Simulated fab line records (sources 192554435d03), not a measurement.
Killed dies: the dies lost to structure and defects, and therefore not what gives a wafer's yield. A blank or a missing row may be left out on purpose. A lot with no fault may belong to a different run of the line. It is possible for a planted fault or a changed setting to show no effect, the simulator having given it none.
fab line records    flow n5_finfet
record: lots: 4  wafers: 12  last_day: 18
route steps=1938 shown BEOL_M4@1099 BEOL_M5@1112 TV_OPEN@1888 PASSIVATION@1936
lots untouched by any fault: they come from a run of this same line in which no faults occurred
start_h: start of the lot's first displayed wafer, in hours after the record's first day    wait_h: time in hours since the lot's previous step    " as in the row above    L1.1+2: a single row standing in for several wafers    - no value, or no start was given    * or withheld: withheld    < > ~ a bound
route shown NAME@n: names a module that has steps shown in the file, with the first one's number in the route    usual: mean/standard deviation of fault-free wafers    same: alike in all rows    chamber/n: place in a boat    sites: each site's reading    _std_site: how widely they spread, as a standard deviation    _edge_site: mean of outer sites minus mean of inner sites    radius_mm: for every site, how far away it sits from the centre of the wafer    mask NAME#n: copy n    behind: the tool/chamber that last shaped the wafer    hold: what put the lot on hold/how long, in hours/how the hold closed    device: the transistor (n, p or np) that didn't switch    end of line: at the end of the route, the tests of the same wafers    where a step has no rows: the recipe by itself    killed: not the wafer's yield, but the dies lost to structure and defects at the first sort    map: dies across one wafer; x = killed, . = not, _ = none there
set.NAME: the setting that was run; set.NAME@STEP: the one run at that earlier step    model.NAME: the simulator's own value behind a step, which no gauge read
lots at selected steps of the route; one table per step, one row per wafer
services: a tool's chamber out of use, with start hour (start_h, from the record's first day; less than 0 if before it), hours out, and reason
== steps ==
step: N5_BEOL_M4_ANNEAL_95
recipe: temp_c: 400  time_s: 240  ambient: vacuum
step: N5_BEOL_M4_SPUTTER_96
recipe: material: Cu  target_thk_a: 45  temp_c: -20  chamber_pressure_pa: 0.07  power_w: withheld  time_s: 8.29
step: N5_BEOL_M4_ECD_50
recipe: material: Cu  target_thk_a: 3000
step: N5_BEOL_M4_ANNEAL_51
recipe: temp_c: 225  time_s: 90  ambient: N2
step: N5_BEOL_M4_CMP_52
recipe: stop_on: SiOC  t_overpolish_s: 6.8  down_force_psi: 1  platen_rpm: 50  clearing_platen_down_force_psi: 1.5  clearing_platen_rpm: 50  post_cmp_clean: cu_alkaline  target_thk_nm: 40  clearing_platen_pad_velocity_m_s: 0.99484  pad_velocity_m_s: 0.99484
step: N5_BEOL_M4_PRE_CLEAN_60
recipe: gas: NH3/H2  time_s: 15  temp_c: *  rf_power_w: 300
step: N5_BEOL_M4_CO_CAP_55
recipe: material: Co  target_thk_a: 20  temp_c: 200  precursor: CCTBA/H2  pressure_torr: 30  time_s: 102.1
step: N5_BEOL_M4_PRE_CLEAN_56
recipe: gas: NH3  time_s: 15  temp_c: withheld  rf_power_w: 300
step: N5_BEOL_M4_DEP_57
recipe: material: SiCN  target_thk_a: 80  temp_c: withheld  precursor: 3MS/NH3  pressure_torr: 3  rf_w: 202  time_s: 14
step: N5_BEOL_M4_RC_MEAS_101
usual: DIBL_N: 36.5/1.4  DIBL_P: 36.6/1.9  IOFF_N: 0.167/0.029  IOFF_P: 0.21/0.033  ION_N: 674/12  ION_P: 460/8.9  SS_N: 71.6/0.57  SS_P: 73.4/0.61  VT_N: 249/3.3  VT_P: -250/3.3
lot.wafer  tool       chamber  start_h  wait_h  DIBL_N[mV/V]  DIBL_P[mV/V]  IOFF_N[nA/um]  IOFF_P[nA/um]  ION_N[uA/um]  ION_P[uA/um]  SS_N[mV/dec]  SS_P[mV/dec]  VT_N[mV]  VT_P[mV]
L926.1     prober-01  0        214.73   0.0     39.4          39.9          0.250          0.27           695           468           72.0          74.6          238       -248
L926.3     "          0        "        "       36.2          35.6          0.155          0.18           681           457           72.0          73.7          247       -252
L926.4     "          0        "        "       38.2          37.7          0.201          0.21           686           461           72.1          73.2          246       -252
L927.2     prober-02  0        226.41   0.2     37.5          38.8          0.177          0.20           677           454           71.9          73.4          249       -252
L927.4     "          0        "        "       37.6          39.1          0.172          0.20           671           453           71.9          73.3          250       -253
L927.6     "          0        "        "       37.1          38.3          0.155          0.18           677           451           72.5          73.8          252       -253
L936.3     prober-02  0        287.07   0.3     38.7          38.4          0.205          0.22           686           457           71.3          74.2          245       -250
L936.4     "          0        "        "       37.2          38.2          0.190          0.21           698           470           71.8          73.4          246       -251
L936.5     "          0        "        "       38.9          39.4          0.218          0.24           693           463           72.1          75.1          245       -250
L940.1     prober-01  0        308.55   0.0     40.7          41.6          0.277          0.33           690           470           73.3          75.1          240       -244
L940.4     "          0        "        "       35.2          34.5          0.134          0.19           649           447           72.0          72.4          253       -250
L940.6     "          0        "        "       35.7          35.9          0.154          0.22           669           458           71.7          72.8          249       -250
step: N5_BEOL_M5_ILD_DEP_00
recipe: material: SiCOH_lowk  target_thk_a: 1406.4  temp_c: 300  precursor: DEMS/porogen  pressure_torr: 5  rf_w: 500  time_s: 25.9
step: N5_BEOL_M5_CURE_79
recipe: temp_c: 385  time_s: 240  ambient: He/Ar  material: SiCOH_lowk
step: N5_BEOL_M5_PECVD_70
recipe: material: SiO2  target_thk_a: 160  temp_c: 400  precursor: TEOS/O2  pressure_torr: 5.5  rf_w: 450  teos_flow_sccm: 53.8  gas: O2  flow_sccm: 3000  time_s: 18
step: N5_BEOL_M5_HM_DEP_02
recipe: material: TiN  target_thk_a: 200  temp_c: 25  chamber_pressure_pa: 0.49996
step: N5_BEOL_M5_COAT_59
recipe: resist: SOC  temp_c: 250  time_s: 60  spin_rpm: 1500  resist_thk_nm: 60
step: N5_BEOL_M5_COAT_60
recipe: resist: SiARC  temp_c: 220  time_s: 60  spin_rpm: 1500  resist_thk_nm: 12
step: N5_BEOL_M5_COAT_71
recipe: resist: underlayer  temp_c: 205  time_s: 60  spin_rpm: 1500  resist_thk_nm: 5
step: N5_BEOL_M5_COAT_05
recipe: resist: CAR-EUV  spin_rpm: 1500  resist_thk_nm: 30
step: N5_BEOL_M5_EBR_07
recipe: solvent: PGMEA  ebr_width_mm: 1.5
step: N5_BEOL_M5_SOFTBAKE_06
recipe: temp_c: 110  time_s: 60  resist: CAR-EUV
step: N5_BEOL_M5_EXPOSE_08
recipe: mask_id: M5  na: 0.33  source_shape: annular  sigma_inner: 0.4  sigma_outer: 0.8  polarization: unpolarized  target_cd_nm: 28  dose_mj: 35.75
step: N5_BEOL_M5_PEB_09
recipe: peb_temp_c: 100  peb_time_s: 60  resist: CAR-EUV
step: N5_BEOL_M5_DEVELOP_10
recipe: develop_time_s: 30  developer: TMAH  resist: CAR-EUV  rinse_liquid: surfactant_rinse  dry: air_spin  dev_temp_c: 23
step: N5_BEOL_M5_DESCUM_16
recipe: chemistry: O2  time_s: 7  source_power_w: 50  bias_power_w: 20  pressure_mtorr: 20  rf_frequency_hz: 2.712e+07  temp_c: 40  resist: CAR-EUV  o2_flow_sccm: 225
step: N5_BEOL_M5_ETCH_72
recipe: chemistry: N2/H2  target: underlayer  target_depth_a: 65  mask_material: CAR-EUV  time_s: 5.2  ion_energy_ev: 200  pressure_mtorr: 30  source_w: 840  bias_w: 150  n2_flow_sccm: 200  h2_flow_sccm: 200  ends: cleared
step: N5_BEOL_M5_ETCH_61
recipe: chemistry: CF4  target: SiARC  target_depth_a: 156  mask_material: CAR-EUV  time_s: 26  ion_energy_ev: 80  pressure_mtorr: 40  source_w: 545  bias_w: 36  Ar_flow_sccm: 100  cf4_flow_sccm: 100  ends: cleared
step: N5_BEOL_M5_ETCH_62
recipe: chemistry: N2/H2  target: SOC  target_depth_a: 750  overetch_a: 150  mask_material: SiARC  temp_c: 40  time_s: 112.5  ion_energy_ev: 200  pressure_mtorr: 30  source_w: 840  bias_w: 150  n2_flow_sccm: 200  h2_flow_sccm: 200
step: N5_BEOL_M5_STRIP_63
recipe: chemistry: N2/H2  temp_c: 40  n2_flow_sccm: 200  h2_flow_sccm: 200  rf_frequency_hz: 6e+07
step: N5_BEOL_M5_STRIP_73
recipe: chemistry: N2/H2  temp_c: 40  n2_flow_sccm: 200  h2_flow_sccm: 200  rf_frequency_hz: 6e+07
step: N5_BEOL_M5_STRIP_64
recipe: chemistry: CF4  resist: SiARC  power_w: 300  bias_power_w: 75  pressure_mtorr: 50  cf4_flow_sccm: 150  rf_frequency_hz: 6e+07
step: N5_BEOL_M5_HM_OPEN_17
recipe: chemistry: Cl2/BCl3  target_depth_a: 200  overetch_a: 60  target: TiN  mask_material: SOC  ion_energy_ev: 150  pressure_mtorr: 10  icp_w: 1000  bias_w: 126  Cl2_flow_sccm: 53.25  bcl3_flow_sccm: 21.75  Ar_flow_sccm: 25
step: N5_BEOL_M5_STRIP_19
recipe: chemistry: O2  power_w: 400  temp_c: 40  pressure_mtorr: 30  rf_frequency_hz: 6e+07  bias_power_w: 0  overash_fraction: 0.2  o2_flow_sccm: 225
step: N5_BEOL_M5_COAT_65
recipe: resist: SOC  temp_c: 250  time_s: 60  spin_rpm: 1500  resist_thk_nm: 60
step: N5_BEOL_M5_COAT_66
recipe: resist: SiARC  temp_c: 220  time_s: 60  spin_rpm: 1500  resist_thk_nm: 12
step: N5_PASSIVATION_VIA_ETCH_13
recipe: chemistry: CHF3/O2  target: SiO2  target_depth_a: 6600  CHF3_flow_sccm: 50  O2_flow_sccm: 5  Ar_flow_sccm: 200  time_s: 330  mask_material: PR  pressure_mtorr: 30  source_w: 650  bias_w: 170  ion_energy_ev: 200  ends: cleared
usual: CHF3_flow_sccm: 50.00/0.15  O2_flow_sccm: 4.999/0.014  drypump_motor_current_A: 5.7/0.44  etch_rf_on_time_s: 234/5  oes_product_au: 0.75/0.082  rf_vpp_V: 523/9.9  showerhead_plenum_p_Torr: 2.38/0.092  throttle_valve_pct: 18.69/0.18
lot.wafer  tool         chamber  start_h  wait_h  CHF3_flow_sccm  O2_flow_sccm  drypump_motor_current_A  etch_rf_on_time_s  oes_product_au  rf_hours_counter_h  rf_vpp_V  showerhead_plenum_p_Torr  throttle_valve_pct  model.coat_of_PASSIVATION_COAT_04.thk_nm  model.TV_OPEN.cd_offset_nm
L926.1     rie_diel-01  0        307.05   0.0     -               -             -                        -                  -               -                   -         -                         -                   *                                         0.4
L926.3     "            3        "        "       -               -             -                        -                  -               -                   -         -                         -                   *                                         0.6
L926.4     "            3        "        "       -               -             -                        -                  -               -                   -         -                         -                   *                                         0.6
L927.2     rie_diel-04  0        319.76   0.0     -               -             -                        -                  -               -                   -         -                         -                   *                                         0.2
L927.4     "            2        "        "       -               -             -                        -                  -               -                   -         -                         -                   *                                         0
L927.6     "            1        "        "       -               -             -                        -                  -               -                   -         -                         -                   *                                         0.2
L936.3     rie_diel-04  0        383.27   0.0     49.94           4.988         5.7                      227                0.79            37                  521       2.34                      18.76               *                                         2.2
L936.4     "            3        "        "       50.22           4.985         5.1                      231                0.88            7                   521       2.57                      18.48               *                                         1.2
L936.5     "            1        "        "       50.03           5.015         5.7                      242                0.63            -                   512       2.20                      18.78               *                                         1.4
L940.1     rie_diel-04  3        418.97   0.0     50.11           4.952         5.2                      227                0.84            18                  523       2.57                      18.51               *                                         1.6
L940.4     "            2        "        "       49.90           5.011         6.2                      242                0.71            124                 527       2.43                      18.60               *                                         2.2
L940.6     "            0        "        "       50.13           5.013         5.8                      228                0.79            -                   523       2.34                      18.79               *                                         2.8
step: N5_PASSIVATION_ETCH_15
recipe: chemistry: CF4/N2  target: SiCN  target_depth_a: 750  taper_deg: 2  time_s: 81.2  ion_energy_ev: 150  mask_material: SiNx  pressure_mtorr: 40  source_w: 430  bias_w: 70  Ar_flow_sccm: 100  cf4_flow_sccm: 60  n2_flow_sccm: 60
usual: bias_w: 70.02/0.21  cf4_flow_sccm: 60.01/0.16  drypump_motor_current_A: 5.7/0.44  n2_flow_sccm: 59.98/0.17  oes_product_au: 0.83/0.092  rf_vpp_V: 381.5/2.2  showerhead_plenum_p_Torr: 2.17/0.085  throttle_valve_pct: 15.25/0.18
lot.wafer  tool         chamber  start_h  wait_h  bias_w  cf4_flow_sccm  drypump_motor_current_A  n2_flow_sccm  oes_product_au  rf_hours_counter_h  rf_vpp_V  showerhead_plenum_p_Torr  throttle_valve_pct  model.TV_OPEN.cd_offset_nm
L926.1     rie_diel-01  0        -        -       69.86   60.11          5.0                      60.02         0.33            41                  380.9     2.17                      15.12               0.4
L926.3     "            3        "        "       70.00   60.22          5.6                      59.95         0.28            193                 384.5     2.29                      15.38               0.4
L926.4     "            3        "        "       69.94   60.18          5.6                      60.21         0.27            -                   385.2     2.29                      15.37               0.4
L927.2     rie_diel-04  0        -        -       70.42   60.32          5.7                      60.11         0.34            16                  381.0     2.16                      15.26               0.2
L927.4     "            2        "        "       69.94   60.03          6.2                      59.80         0.31            91                  384.0     2.23                      15.05               0
L927.6     "            1        "        "       69.99   60.17          5.6                      59.88         0.27            -                   378.6     2.02                      15.29               0.4
L936.3     rie_diel-04  0        -        -       69.78   60.03          5.8                      60.10         0.88            37                  381.1     2.15                      15.32               2.2
L936.4     "            3        "        "       69.96   60.29          5.2                      59.75         0.99            7                   385.3     2.35                      15.00               1
L936.5     "            1        "        "       70.25   59.78          5.7                      59.80         0.70            -                   378.6     2.01                      15.31               1.2
L940.1     rie_diel-04  3        -        -       69.95   60.25          5.2                      59.81         0.95            19                  386.3     2.35                      15.03               1.4
L940.4     "            2        "        "       70.12   60.11          6.2                      60.29         0.78            124                 383.8     2.22                      15.11               2.2
L940.6     "            0        "        "       69.69   59.66          5.8                      59.80         0.88            -                   379.4     2.14                      15.35               2.8
step: N5_PASSIVATION_PROBE_49
usual: defect_limited_yield: 91.2/1.6  killed_at_M0_to_M3: 34/11  killed_at_M4_up: 14/5.7  killed_at_contacts: 14/6.6  killed_at_front_end: 37/10  killed_at_other: 4/3.2  killed_dies: 104/19  killed_on_rim: 14/4.1  killed_open: 69/13  killed_short: 33/8.7  sort_bin_4_leakage: 0.00/0.014  sort_bin_5_function: 5.1/1  sort_bin_6_memory: 3.3/0.76  sort_bin_8_speed: 0.00/0.016  sort_n_pass: 1076/19  sort_yield_pct: 91.2/1.6
same: gross_dies: 1180  killed_at_back_side: 0
lot.wafer  tool       chamber  start_h  wait_h  defect_limited_yield[%]  killed_at_M0_to_M3  killed_at_M4_up  killed_at_contacts  killed_at_front_end  killed_at_other  killed_dies  killed_on_rim  killed_open  killed_short  sort_bin_4_leakage[%]  sort_bin_5_function[%]  sort_bin_6_memory[%]  sort_bin_8_speed[%]  sort_n_pass  sort_yield_pct[%]
L926.1     prober-02  -        313.48   0.0     0                        25                  28               18                  51                   1058             1180         152            87           35            0                      95.8                    3.8                   0                    0            0
L926.3     prober-02  -        313.58   0.1     0                        13                  16               25                  44                   1082             1180         152            67           32            0                      96.8                    3.0                   0                    0            0
L926.4     prober-02  -        313.63   0.2     0                        41                  25               13                  46                   1055             1180         152            79           48            0                      95.8                    3.8                   0                    0            0
L927.2     prober-01  -        326.32   0.1     0                        32                  13               17                  29                   1089             1180         152            63           28            0                      95.8                    4.0                   0                    0            0
L927.4     prober-01  -        326.42   0.2     0                        36                  19               14                  58                   1053             1180         152            94           45            0                      94.7                    5.3                   0                    0            0
L927.6     prober-01  -        326.52   0.3     0                        37                  12               17                  41                   1073             1180         152            71           42            0                      95.8                    3.6                   0                    0            0
L936.3     prober-01  -        390.11   0.1     91.4                     49                  15               17                  21                   0                102          9              70           30            0                      5.3                     3.1                   0                    1078         91.4
L936.4     prober-01  -        390.16   0.2     89.3                     41                  16               32                  35                   2                126          10             91           34            0                      6.4                     4.2                   0                    1054         89.3
L936.5     prober-01  -        390.21   0.2     89.8                     44                  18               28                  29                   1                120          15             79           35            0                      5.4                     4.2                   0                    1060         89.8
killed by level:class
L926.1 TV_OPEN:area_etch=1058 MOL_CONTACT_COAG:geometric_particle:open=15 FIN_SAQP:geometric_particle:open=12 BEOL_M4:geometric_particle:open=12 STI_FIN_REVEAL:geometric_particle:open=9 DUMMY_GATE:geometric_particle:open=8 GATE_CUT:geometric_particle:short=8 BEOL_M0_SAQP:geometric_particle:open=6
L926.3 TV_OPEN:area_etch=1080 MOL_CONTACT_COAG:geometric_particle:open=20 FIN_SAQP:geometric_particle:short=9 STI_FIN_REVEAL:geometric_particle:open=9 FIN_SAQP:geometric_particle:open=7 DUMMY_GATE:geometric_particle:open=5 MOL_CONTACT_COAG:geometric_particle:short=5 BEOL_M2:geometric_particle:open=5
L926.4 TV_OPEN:area_etch=1052 BEOL_M4:geometric_particle:open=11 MOL_CONTACT_COAG:geometric_particle:open=11 BEOL_M0_SAQP:geometric_particle:short=11 BEOL_M3:geometric_particle:open=9 STI_FIN_REVEAL:geometric_particle:open=8 GATE_CUT:geometric_particle:short=8 DUMMY_GATE:geometric_particle:open=6
L927.2 TV_OPEN:area_etch=1086 MOL_CONTACT_COAG:geometric_particle:open=15 BEOL_M0_SAQP:geometric_particle:open=9 BEOL_M0_SAQP:geometric_particle:short=8 FIN_SAQP:geometric_particle:open=7 BEOL_M4:geometric_particle:open=7 BEOL_M1:geometric_particle:short=5 DUMMY_GATE:geometric_particle:open=5
L927.4 TV_OPEN:area_etch=1039 FIN_SAQP:geometric_particle:open=16 BEOL_M2:geometric_particle:open=14 GATE_CUT:geometric_particle:short=12 MOL_CONTACT_COAG:geometric_particle:open=12 BEOL_M0_SAQP:geometric_particle:open=8 BEOL_M0_SAQP:geometric_particle:short=8 BEOL_M4:geometric_particle:open=8
L927.6 TV_OPEN:area_etch=1067 BEOL_M2:geometric_particle:open=13 MOL_CONTACT_COAG:geometric_particle:open=13 FIN_SAQP:geometric_particle:open=9 FIN_SAQP:geometric_particle:short=7 BEOL_M0_SAQP:geometric_particle:short=7 GATE_CUT:geometric_particle:short=6 BEOL_M4:geometric_particle:open=5
L936.3 BEOL_M3:geometric_particle:open=14 MOL_CONTACT_COAG:geometric_particle:open=11 BEOL_M0_SAQP:geometric_particle:short=10 BEOL_M1:geometric_particle:open=8 STI_FIN_REVEAL:geometric_particle:open=7 MOL_CONTACT_COAG:geometric_particle:short=6 BEOL_M0_SAQP:geometric_particle:open=6 BEOL_M2:geometric_particle:open=6
L936.4 MOL_CONTACT_COAG:geometric_particle:open=24 STI_FIN_REVEAL:geometric_particle:open=14 BEOL_M3:geometric_particle:open=12 MOL_CONTACT_COAG:geometric_particle:short=8 BEOL_M0_SAQP:geometric_particle:open=7 BEOL_M0_SAQP:geometric_particle:short=6 BEOL_M0:geometric_particle:open=5 BEOL_M1:geometric_particle:open=5
L936.5 MOL_CONTACT_COAG:geometric_particle:open=19 BEOL_M0_SAQP:geometric_particle:open=15 STI_FIN_REVEAL:geometric_particle:open=12 BEOL_M0_SAQP:geometric_particle:short=11 MOL_CONTACT_COAG:geometric_particle:short=9 BEOL_M3:geometric_particle:open=6 FIN_SAQP:geometric_particle:open=5 BEOL_M1:geometric_particle:open=5
map L926.1 (x killed, . not)
_________________xxxxxxxxxxxx________________
______________xxxxxxxxxxxxxxxxxx_____________
___________xxxxxxxxxxxxxxxxxxxxxxxx__________
__________xxxxxxxxxxxxxxxxxxxxxxxxxx_________
________xxxxxxxxxxxxxxxxxxxxxxxxxxxxxx_______
_______xxxxxxxxxxxxxxxxxxxxxxxxxxxxxxxx______
______xxxxxxxxxxxxxxxxxxxxxxxxxxxxxxxxxx_____
_____xxxxxxxxxxxxxxxxxxxxxxxxxxxxxxxxxxxx____
____xxxxxxxxxxxxxxxxxxxxxxxxxxxxxxxxxxxxxx___
___xxxxxxxxxxxxxxxxxxxxxxxxxxxxxxxxxxxxxxxx__
___xxxxxxxxxxxxxxxxxxxxxxxxxxxxxxxxxxxxxxxx__
__xxxxxxxxxxxxxxxxxxxxxxxxxxxxxxxxxxxxxxxxxx_
__xxxxxxxxxxxxxxxxxxxxxxxxxxxxxxxxxxxxxxxxxx_
_xxxxxxxxxxxxxxxxxxxxxxxxxxxxxxxxxxxxxxxxxxxx
_xxxxxxxxxxxxxxxxxxxxxxxxxxxxxxxxxxxxxxxxxxxx
_xxxxxxxxxxxxxxxxxxxxxxxxxxxxxxxxxxxxxxxxxxxx
_xxxxxxxxxxxxxxxxxxxxxxxxxxxxxxxxxxxxxxxxxxxx
_xxxxxxxxxxxxxxxxxxxxxxxxxxxxxxxxxxxxxxxxxxxx
_xxxxxxxxxxxxxxxxxxxxxxxxxxxxxxxxxxxxxxxxxxxx
_xxxxxxxxxxxxxxxxxxxxxxxxxxxxxxxxxxxxxxxxxxxx
_xxxxxxxxxxxxxxxxxxxxxxxxxxxxxxxxxxxxxxxxxxxx
__xxxxxxxxxxxxxxxxxxxxxxxxxxxxxxxxxxxxxxxxxx_
__xxxxxxxxxxxxxxxxxxxxxxxxxxxxxxxxxxxxxxxxxx_
___xxxxxxxxxxxxxxxxxxxxxxxxxxxxxxxxxxxxxxxx__
___xxxxxxxxxxxxxxxxxxxxxxxxxxxxxxxxxxxxxxxx__
____xxxxxxxxxxxxxxxxxxxxxxxxxxxxxxxxxxxxxx___
_____xxxxxxxxxxxxxxxxxxxxxxxxxxxxxxxxxxxx____
______xxxxxxxxxxxxxxxxxxxxxxxxxxxxxxxxxx_____
_______xxxxxxxxxxxxxxxxxxxxxxxxxxxxxxxx______
________xxxxxxxxxxxxxxxxxxxxxxxxxxxxxx_______
__________xxxxxxxxxxxxxxxxxxxxxxxxxx_________
___________xxxxxxxxxxxxxxxxxxxxxxxx__________
______________xxxxxxxxxxxxxxxxxx_____________
_________________xxxxxxxxxxxx________________
map L927.2 (x killed, . not)
_________________xxxxxxxxxxxx________________
______________xxxxxxxxxxxxxxxxxx_____________
___________xxxxxxxxxxxxxxxxxxxxxxxx__________
__________xxxxxxxxxxxxxxxxxxxxxxxxxx_________
________xxxxxxxxxxxxxxxxxxxxxxxxxxxxxx_______
_______xxxxxxxxxxxxxxxxxxxxxxxxxxxxxxxx______
______xxxxxxxxxxxxxxxxxxxxxxxxxxxxxxxxxx_____
_____xxxxxxxxxxxxxxxxxxxxxxxxxxxxxxxxxxxx____
____xxxxxxxxxxxxxxxxxxxxxxxxxxxxxxxxxxxxxx___
___xxxxxxxxxxxxxxxxxxxxxxxxxxxxxxxxxxxxxxxx__
___xxxxxxxxxxxxxxxxxxxxxxxxxxxxxxxxxxxxxxxx__
__xxxxxxxxxxxxxxxxxxxxxxxxxxxxxxxxxxxxxxxxxx_
__xxxxxxxxxxxxxxxxxxxxxxxxxxxxxxxxxxxxxxxxxx_
_xxxxxxxxxxxxxxxxxxxxxxxxxxxxxxxxxxxxxxxxxxxx
_xxxxxxxxxxxxxxxxxxxxxxxxxxxxxxxxxxxxxxxxxxxx
_xxxxxxxxxxxxxxxxxxxxxxxxxxxxxxxxxxxxxxxxxxxx
_xxxxxxxxxxxxxxxxxxxxxxxxxxxxxxxxxxxxxxxxxxxx
_xxxxxxxxxxxxxxxxxxxxxxxxxxxxxxxxxxxxxxxxxxxx
_xxxxxxxxxxxxxxxxxxxxxxxxxxxxxxxxxxxxxxxxxxxx
_xxxxxxxxxxxxxxxxxxxxxxxxxxxxxxxxxxxxxxxxxxxx
_xxxxxxxxxxxxxxxxxxxxxxxxxxxxxxxxxxxxxxxxxxxx
__xxxxxxxxxxxxxxxxxxxxxxxxxxxxxxxxxxxxxxxxxx_
__xxxxxxxxxxxxxxxxxxxxxxxxxxxxxxxxxxxxxxxxxx_
___xxxxxxxxxxxxxxxxxxxxxxxxxxxxxxxxxxxxxxxx__
___xxxxxxxxxxxxxxxxxxxxxxxxxxxxxxxxxxxxxxxx__
____xxxxxxxxxxxxxxxxxxxxxxxxxxxxxxxxxxxxxx___
_____xxxxxxxxxxxxxxxxxxxxxxxxxxxxxxxxxxxx____
______xxxxxxxxxxxxxxxxxxxxxxxxxxxxxxxxxx_____
_______xxxxxxxxxxxxxxxxxxxxxxxxxxxxxxxx______
________xxxxxxxxxxxxxxxxxxxxxxxxxxxxxx_______
__________xxxxxxxxxxxxxxxxxxxxxxxxxx_________
___________xxxxxxxxxxxxxxxxxxxxxxxx__________
______________xxxxxxxxxxxxxxxxxx_____________
_________________xxxxxxxxxxxx________________
== services ==
tool         chamber  start_h  hours  kind
rie_diel-04  -        288.48   2.1    repair
rie_diel-01  1        305.80   8.6    repair
rie_diel-04  3        336.67   -      clean
rie_diel-04  3        336.67   -      consumable_replace:focus_ring
rie_diel-04  3        336.67   -      consumable_replace:showerhead
rie_diel-04  3        336.67   23.6   scheduled_down
rie_diel-04  3        336.67   23.6   vent_cycle
== key ==
first_sign: step: N5_PASSIVATION_VIA_ETCH_13  reading: tool_record  direction: missing
effect: step: N5_PASSIVATION_ETCH_15  reading: oes_product_au  direction: down  sigmas: 5.8  usual: 0.83  struck: 0.30
effect: step: N5_PASSIVATION_PROBE_49  reading: killed_at_other  direction: up  sigmas: 99+  usual: 4  struck: 1068
model_effect: step: N5_PASSIVATION_VIA_ETCH_13  value: coat_of_PASSIVATION_COAT_04.thk_nm  without: *  struck: *
model_effect: step: N5_PASSIVATION_ETCH_15  value: TV_OPEN.cd_offset_nm  without: 2.033  struck: 0.3
more_kills_born_at: N5_PASSIVATION_VIA_ETCH_13@rie_diel-04: 3192  N5_PASSIVATION_VIA_ETCH_13@rie_diel-01: 3190
met_at N5_PASSIVATION_VIA_ETCH_13
struck_wafers L926.1,L926.3,L926.4,L927.2,L927.4,L927.6
later_rows_left_out L926.1,L926.3,L926.4,L927.2,L927.4,L927.6
fault: kind: skipped_step_whole  tool: rie_diel-01,rie_diel-04  chamber: -  onset_h: 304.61  steps: N5_PASSIVATION_VIA_ETCH_13  scope: struck_lots_only
later_rows_left_out: the simulator's readings of these wafers behind a module that went badly wrong aren't trusted and aren't shown, but for the sort
